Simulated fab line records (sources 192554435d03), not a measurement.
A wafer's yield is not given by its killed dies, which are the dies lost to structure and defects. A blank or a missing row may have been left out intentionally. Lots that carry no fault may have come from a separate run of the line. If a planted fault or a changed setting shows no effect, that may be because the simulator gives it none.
Which of the tools did it? ; flow n5Finfet ; 20 lots, 60 wafers sampled, at 6 steps of a route of 1938

WHAT THE GAUGES READ, wafer by wafer
Not one reading of a measure or inspect step in the record can be checked against a usual standard deviation.

WHAT TOOL EACH LOT RAN ON (gives the tool, then ch and the chambers of the sampled wafers, and finally the start)
lot;N5_BEOL_M6_DESCUM_16;N5_BEOL_M6_STRIP_67;N5_BEOL_M6_HM_OPEN_17;N5_BEOL_M6_DESCUM_33;N5_BEOL_M6_ETCH_72;N5_BEOL_M6_SURFACE_TREAT_79
L075;rieDiel-05 ch 0,2, day 8 11:58;rieDiel-05 ch 0,2, day 8 12:12;rieMetal-03 ch 0, day 8 12:14;rieDiel-04 ch 2,3, day 8 13:02;rieDiel-04 ch 2,3, day 8 13:04;pvdSputter-01, day 8 17:05
L076;rieDiel-02 ch 1,2, day 8 17:18;rieDiel-02 ch 1,2, day 8 17:32;rieMetal-01 ch 0,1, day 8 17:35;rieDiel-05 ch 0,1, day 8 20:25;rieDiel-05 ch 0,1, day 8 20:27;pvdSputter-02, day 8 22:07
L077;rieDiel-04 ch 2,3, day 9 09:04;rieDiel-04 ch 2,3, day 9 09:17;rieMetal-02 ch 0,1, day 9 09:20;rieDiel-04 ch 1,2,3, day 9 11:26;rieDiel-04 ch 1,2,3, day 9 11:29;pvdSputter-01, day 9 13:07
L078;rieDiel-04 ch 0,3, day 9 09:32;rieDiel-04 ch 0,3, day 9 09:46;rieMetal-02 ch 0,1, day 9 09:48;rieDiel-05 ch 0,1,2, day 9 11:37;rieDiel-05 ch 0,1,2, day 9 11:39;pvdSputter-03, day 9 13:06
L079;rieDiel-05 ch 0,1,3, day 9 20:31;rieDiel-05 ch 0,1,3, day 9 20:46;rieMetal-02 ch 1, day 9 20:48;rieDiel-04 ch 2,3, day 10 00:25;rieDiel-04 ch 2,3, day 10 00:26;pvdSputter-02, day 10 02:03
L080;rieDiel-02 ch 0,1,2, day 10 02:00;rieDiel-02 ch 0,1,2, day 10 02:14;rieMetal-02 ch 1, day 10 02:17;rieDiel-04 ch 0,1, day 10 05:57;rieDiel-04 ch 0,1, day 10 05:59;pvdSputter-03, day 10 07:53
L081;rieDiel-05 ch 0,1,3, day 10 11:04;rieDiel-05 ch 0,1,3, day 10 11:19;rieMetal-01 ch 0,1, day 10 11:23;rieDiel-05 ch 0,2,3, day 10 15:25;rieDiel-05 ch 0,2,3, day 10 15:26;pvdSputter-03, day 10 17:44
L082;rieDiel-05 ch 1,3, day 10 11:28;rieDiel-05 ch 1,3, day 10 11:42;rieMetal-01 ch 0,1, day 10 11:44;rieDiel-02 ch 0,1,2, day 10 15:01;rieDiel-02 ch 0,1,2, day 10 15:03;pvdSputter-01, day 10 17:31
L083;rieDiel-02 ch 0,1, day 10 20:11;rieDiel-02 ch 0,1, day 10 20:26;rieMetal-03 ch 0, day 10 20:29;rieDiel-02 ch 1,2, day 11 01:07;rieDiel-02 ch 1,2, day 11 01:09;pvdSputter-02, day 11 02:54
L085;rieDiel-04 ch 1,2,3, day 11 03:29;rieDiel-04 ch 1,2,3, day 11 03:43;rieMetal-03 ch 0,1, day 11 03:47;rieDiel-04 ch 1,2, day 11 04:38;rieDiel-04 ch 1,2, day 11 04:40;pvdSputter-01, day 11 06:22
L086;rieDiel-05 ch 0,1,2, day 12 07:24;rieDiel-05 ch 0,1,2, day 12 07:38;rieMetal-03 ch 1, day 12 07:41;rieDiel-02 ch 0,1,2, day 12 09:58;rieDiel-02 ch 0,1,2, day 12 10:00;pvdSputter-01, day 12 11:56
L088;rieDiel-04 ch 0,2,3, day 12 07:36;rieDiel-04 ch 0,2,3, day 12 07:50;rieMetal-01 ch 0,1, day 12 07:53;rieDiel-05 ch 0,1,2, day 12 09:56;rieDiel-05 ch 0,1,2, day 12 09:58;pvdSputter-01, day 12 11:53
L089;rieDiel-02 ch 0,2,3, day 13 03:34;rieDiel-02 ch 0,2,3, day 13 03:49;rieMetal-01 ch 0,1, day 13 03:51;rieDiel-04 ch 1,2,3, day 13 06:22;rieDiel-04 ch 1,2,3, day 13 06:25;pvdSputter-01, day 13 09:21
L090;rieDiel-04 ch 0,2, day 13 04:34;rieDiel-04 ch 0,2, day 13 04:49;rieMetal-01 ch 0,1, day 13 04:51;rieDiel-04 ch 1,3, day 13 08:29;rieDiel-04 ch 1,3, day 13 08:31;pvdSputter-02, day 13 10:08
L093;rieDiel-02 ch 2,3, day 13 08:04;rieDiel-02 ch 2,3, day 13 08:17;rieMetal-01 ch 1, day 13 08:20;rieDiel-04 ch 0,2, day 13 09:02;rieDiel-04 ch 0,2, day 13 09:04;pvdSputter-01, day 13 10:34
L091;rieDiel-05 ch 1,2,3, day 13 11:59;rieDiel-05 ch 1,2,3, day 13 12:13;rieMetal-01 ch 0,1, day 13 12:17;rieDiel-04 ch 1,2,3, day 13 12:52;rieDiel-04 ch 1,2,3, day 13 12:54;pvdSputter-01, day 13 14:38
L092;rieDiel-02 ch 0,2,3, day 13 15:53;rieDiel-02 ch 0,2,3, day 13 16:07;rieMetal-03 ch 0,1, day 13 16:10;rieDiel-05 ch 1,2,3, day 13 17:35;rieDiel-05 ch 1,2,3, day 13 17:37;pvdSputter-02, day 13 19:00
L095;rieDiel-05 ch 0,2,3, day 14 05:08;rieDiel-05 ch 0,2,3, day 14 05:23;rieMetal-02 ch 0, day 14 05:25;rieDiel-04 ch 1,3, day 14 07:23;rieDiel-04 ch 1,3, day 14 07:25;pvdSputter-03, day 14 08:58
L094;rieDiel-02 ch 0,2,3, day 14 12:25;rieDiel-02 ch 0,2,3, day 14 12:39;rieMetal-02 ch 0,1, day 14 12:43;rieDiel-02 ch 1,2, day 14 13:37;rieDiel-02 ch 1,2, day 14 13:39;pvdSputter-03, day 14 17:19
L096;rieDiel-04 ch 0,2, day 15 00:08;rieDiel-04 ch 0,2, day 15 00:23;rieMetal-03 ch 0,1, day 15 00:25;rieDiel-02 ch 1,2, day 15 03:42;rieDiel-02 ch 1,2, day 15 03:44;pvdSputter-03, day 15 05:13
- N5_BEOL_M6_DESCUM_16: chemistry O2, time 7.9 s.
- N5_BEOL_M6_STRIP_67: strips in CF4.
- N5_BEOL_M6_HM_OPEN_17: chemistry Cl2/BCl3, target TiN, target depth 20 nm, overetch 6 nm.
- N5_BEOL_M6_DESCUM_33: chemistry O2, time 7 s.
- N5_BEOL_M6_ETCH_72: etches underlayer in N2/H2, target depth 6.5 nm, time 5.2 s.
- N5_BEOL_M6_SURFACE_TREAT_79

AS READ BY THE TOOLS THEMSELVES (means over the sampled wafers that have a number; for cases with no such wafer, the mark the record gives instead)
N5_BEOL_M6_DESCUM_16.
lot;tool;drypumpMotorCurrentA (A);o2FlowSccm (sccm);oesProductAu (a.u.);rfVppV (V);showerheadPlenumPTorr (Torr);throttleValvePct (%)
L075;rieDiel-05;6.0;224.5;0.83;243.2;2.08;20.39
L076;rieDiel-02;5.6;225.2;0.84;244.8;2.15;20.24
L077;rieDiel-04;6.2;225.4;0.70;243.8;2.12;20.53
L078;rieDiel-04;5.6;224.5;0.87;242.4;2.08;20.04
L079;rieDiel-05;5.5;225.1;0.86;243.2;2.09;20.32
L080;rieDiel-02;5.8;225.6;0.78;243.1;2.10;20.30
L081;rieDiel-05;5.5;224.8;0.86;242.6;2.09;20.32
L082;rieDiel-05;5.3;224.7;0.85;244.7;2.15;20.34
L083;rieDiel-02;5.6;224.9;0.74;241.6;2.03;20.34
L085;rieDiel-04;5.9;224.9;0.86;244.5;2.11;20.34
L086;rieDiel-05;6.0;225.0;0.87;243.0;2.07;20.38
L088;rieDiel-04;5.8;225.1;0.84;242.8;2.07;20.20
L089;rieDiel-02;5.9;224.8;0.77;243.3;2.10;20.27
L090;rieDiel-04;5.6;224.4;0.92;242.6;2.03;20.06
L093;rieDiel-02;5.8;224.8;0.83;243.5;2.15;20.15
L091;rieDiel-05;5.8;224.7;0.86;244.3;2.12;20.40
L092;rieDiel-02;5.9;225.0;0.77;242.2;2.10;20.27
L095;rieDiel-05;5.9;225.3;0.85;243.1;2.12;20.34
L094;rieDiel-02;5.9;225.1;0.76;242.6;2.09;20.28
L096;rieDiel-04;5.4;225.3;0.86;242.8;2.02;19.95

N5_BEOL_M6_STRIP_67.
lot;tool;drypumpMotorCurrentA (A);oesProductAu (a.u.);rfVppV (V);showerheadPlenumPTorr (Torr);throttleValvePct (%)
L075;rieDiel-05;6.0;0.83;271.3;1.78;13.53
L076;rieDiel-02;5.6;0.85;271.5;1.84;13.39
L077;rieDiel-04;6.3;0.70;272.3;1.82;13.75
L078;rieDiel-04;5.6;0.86;271.9;1.80;13.27
L079;rieDiel-05;5.5;0.86;272.1;1.80;13.45
L080;rieDiel-02;5.7;0.79;272.1;1.80;13.48
L081;rieDiel-05;5.5;0.85;271.4;1.80;13.46
L082;rieDiel-05;5.3;0.84;272.6;1.86;13.54
L083;rieDiel-02;5.6;0.76;270.9;1.74;13.58
L085;rieDiel-04;5.9;0.85;270.9;1.81;13.47
L086;rieDiel-05;6.0;0.86;271.0;1.77;13.49
L088;rieDiel-04;5.8;0.84;271.5;1.79;13.41
L089;rieDiel-02;5.9;0.77;270.2;1.80;13.44
L090;rieDiel-04;5.6;0.91;271.2;1.76;13.28
L093;rieDiel-02;5.9;0.82;272.2;1.84;13.28
L091;rieDiel-05;5.8;0.84;271.9;1.83;13.57
L092;rieDiel-02;5.9;0.77;270.6;1.80;13.45
L095;rieDiel-05;5.8;0.85;271.9;1.82;13.51
L094;rieDiel-02;5.9;0.77;270.3;1.80;13.46
L096;rieDiel-04;5.4;0.86;270.4;1.77;13.27

N5_BEOL_M6_HM_OPEN_17.
lot;tool;drypumpMotorCurrentA (A);oesProductAu (a.u.);throttleValvePct (%)
L075;rieMetal-03;6.13;0.53;22.28
L076;rieMetal-01;6.21;0.72;22.01
L077;rieMetal-02;5.57;0.52;22.37
L078;rieMetal-02;5.67;0.51;22.47
L079;rieMetal-02;5.46;0.53;22.25
L080;rieMetal-02;5.45;0.54;22.25
L081;rieMetal-01;6.20;0.75;22.04
L082;rieMetal-01;6.19;0.74;22.06
L083;rieMetal-03;6.13;0.53;22.29
L085;rieMetal-03;6.04;0.62;22.20
L086;rieMetal-03;5.98;0.67;22.15
L088;rieMetal-01;6.23;0.68;22.04
L089;rieMetal-01;6.23;0.68;22.03
L090;rieMetal-01;6.24;0.68;22.04
L093;rieMetal-01;6.17;0.76;22.08
L091;rieMetal-01;6.23;0.67;22.04
L092;rieMetal-03;6.09;0.75;21.95
L095;rieMetal-02;5.77;0.77;22.48
L094;rieMetal-02;5.67;0.79;22.35
L096;rieMetal-03;6.05;0.69;22.06

N5_BEOL_M6_DESCUM_33.
lot;tool;drypumpMotorCurrentA (A);o2FlowSccm (sccm);oesProductAu (a.u.);rfVppV (V);showerheadPlenumPTorr (Torr);throttleValvePct (%)
L075;rieDiel-04;6.3;225.0;0.71;244.1;2.13;20.52
L076;rieDiel-05;5.7;224.8;0.86;243.0;2.04;20.37
L077;rieDiel-04;5.9;225.3;0.75;243.6;2.11;20.42
L078;rieDiel-05;6.0;224.5;0.81;243.1;2.08;20.47
L079;rieDiel-04;6.0;224.4;0.69;242.5;2.08;20.48
L080;rieDiel-04;5.3;224.5;0.89;243.2;2.10;20.10
L081;rieDiel-05;5.8;225.0;0.91;243.9;2.13;20.31
L082;rieDiel-02;5.8;225.8;0.77;242.7;2.10;20.31
L083;rieDiel-02;5.5;225.4;0.81;244.4;2.15;20.28
L085;rieDiel-04;5.7;224.9;0.96;242.8;2.07;20.18
L086;rieDiel-02;5.7;225.4;0.76;243.4;2.10;20.33
L088;rieDiel-05;6.0;225.8;0.87;243.0;2.07;20.38
L089;rieDiel-04;5.9;224.7;0.82;242.8;2.10;20.35
L090;rieDiel-04;6.1;224.6;0.73;244.1;2.14;20.52
L093;rieDiel-04;5.4;224.8;0.89;242.2;2.03;19.93
L091;rieDiel-04;5.8;224.3;0.82;242.8;2.10;20.37
L092;rieDiel-05;5.8;225.7;0.85;243.8;2.12;20.41
L095;rieDiel-04;5.8;225.2;0.77;244.0;2.12;20.43
L094;rieDiel-02;5.6;225.4;0.79;243.8;2.14;20.32
L096;rieDiel-02;5.9;225.3;0.77;244.0;2.16;20.32

N5_BEOL_M6_ETCH_72.
lot;tool;drypumpMotorCurrentA (A);etchRfOnTimeS (s);h2FlowSccm (sccm);oesProductAu (a.u.);rfVppV (V);showerheadPlenumPTorr (Torr);throttleValvePct (%)
L075;rieDiel-04;6.3;5.18;200.1;0.60;524.3;2.58;17.92
L076;rieDiel-05;5.7;5.10;199.8;0.74;521.2;2.48;17.84
L077;rieDiel-04;5.9;5.17;200.0;0.65;524.7;2.57;17.85
L078;rieDiel-05;6.0;5.16;199.6;0.69;522.1;2.53;17.98
L079;rieDiel-04;6.0;5.14;199.9;0.60;523.9;2.53;17.95
L080;rieDiel-04;5.3;5.07;200.4;0.76;524.5;2.55;17.51
L081;rieDiel-05;5.9;5.15;199.9;0.78;524.6;2.61;17.82
L082;rieDiel-02;5.7;5.27;200.4;0.67;525.3;2.55;17.74
L083;rieDiel-02;5.6;5.26;199.4;0.69;526.1;2.61;17.73
L085;rieDiel-04;5.7;5.04;199.6;0.82;522.8;2.52;17.61
L086;rieDiel-02;5.8;5.24;200.1;0.66;523.3;2.54;17.77
L088;rieDiel-05;6.0;5.13;200.1;0.74;523.3;2.52;17.90
L089;rieDiel-04;5.9;5.10;199.7;0.70;525.0;2.55;17.76
L090;rieDiel-04;6.1;5.18;200.2;0.62;525.6;2.59;17.90
L093;rieDiel-04;5.4;5.15;199.9;0.76;522.9;2.47;17.34
L091;rieDiel-04;5.9;5.14;200.3;0.70;524.8;2.55;17.78
L092;rieDiel-05;5.8;5.16;200.7;0.72;525.1;2.59;17.90
L095;rieDiel-04;5.8;5.16;199.8;0.66;525.7;2.59;17.82
L094;rieDiel-02;5.5;5.29;200.7;0.67;525.1;2.60;17.77
L096;rieDiel-02;5.9;5.36;200.2;0.66;527.2;2.62;17.71

THE ANSWER, worked out from the rows above alone
Rule: usual is defined by the lots themselves. Put in order of their means at a reading, lots are off if they are a third of the lots or fewer, leave a main group of 4 or more, and stand apart from it by a gap of 3 or more times the standard deviation of the main group's means; of several such gaps the widest counts. If all means in a main group match to the digits the tables above print for the reading, that group is not used. Also off: a lot with no number at a reading for which 4 or more lots have one. Where the step has rows for the other lots, those lots are counted as sound. After the gauges, taken in route order, come the tools' own readings; for these a lot's mean is taken, as printed above. The first step at which some lot is off is used, and at that step the reading that is off furthest; a lot without a number counts as furthest.
No lot is off on any of the readings shown, so nothing can be concluded from this.

WHAT THE SIMULATOR HAD PUT IN
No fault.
